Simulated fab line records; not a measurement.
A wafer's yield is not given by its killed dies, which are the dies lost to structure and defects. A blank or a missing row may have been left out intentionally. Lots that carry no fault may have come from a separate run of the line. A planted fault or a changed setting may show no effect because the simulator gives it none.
Matching of chambers -- flow n5_finfet -- N5_BEOL_M12_CMP_49 on cmp-01 has 4 sister chambers
The step polishes, stops on SiOC, t overpolish 20.6 s, target thk 320 nm. 8 wafers are shown with their chamber, then 7 later ones without.

## WAFERS PAIRED WITH THEIR CHAMBERS
wafer,chamber,motor_current_A (A),clearing_platen_down_force_psi (psi)
L079.1,0,6.5,1.4962
L081.3,3,6.6,1.5037
L083.3,1,5.4,1.5006
L086.1,0,6.5,1.4958
L086.3,1,5.6,1.5062
L093.2,2,6.5,1.4988
L093.4,3,6.2,1.5011
L091.3,2,6.4,1.5031

## WAFERS MISSING THEIR CHAMBER
wafer,motor_current_A (A),clearing_platen_down_force_psi (psi)
L092.1,6.3,1.5045
L092.2,6.9,1.4987
L092.3,5.2,1.5021
L097.1,6.8,1.5023
L097.3,6.4,1.4977
L096.1,6.3,1.5006
L096.4,6.7,1.4977

## WHICH CHAMBER EACH WENT THROUGH
wafer,from the rows above,in truth
L092.1,can't be placed: 3 or 2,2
L092.2,can't be placed: 0 or 2 or 3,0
L092.3,1,1
L097.1,can't be placed: 2 or 3 or 0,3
L097.3,can't be placed: 0 or 2 or 3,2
L096.1,can't be placed: 3 or 2 or 0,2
L096.4,can't be placed: 0 or 2 or 3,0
Placed correctly: 1 of 7. Not placeable from these rows: 6 (in 6, the candidates include the true chamber). Wrongly placed: 0.
How it was worked out, from the rows above alone: a wafer's distance from a chamber is the root of the sum, over the readings, of the square of ((its reading less the chamber's mean) divided by the reading's scatter). The wafer belongs to the nearest chamber; if the next one is less than 2 further off, it can't be placed. Each chamber's mean is taken over the wafers shown for it. The scatter: the root of (the sum of the squares of (reading less its chamber's mean) over the shown wafers, divided by (wafers less chambers)).
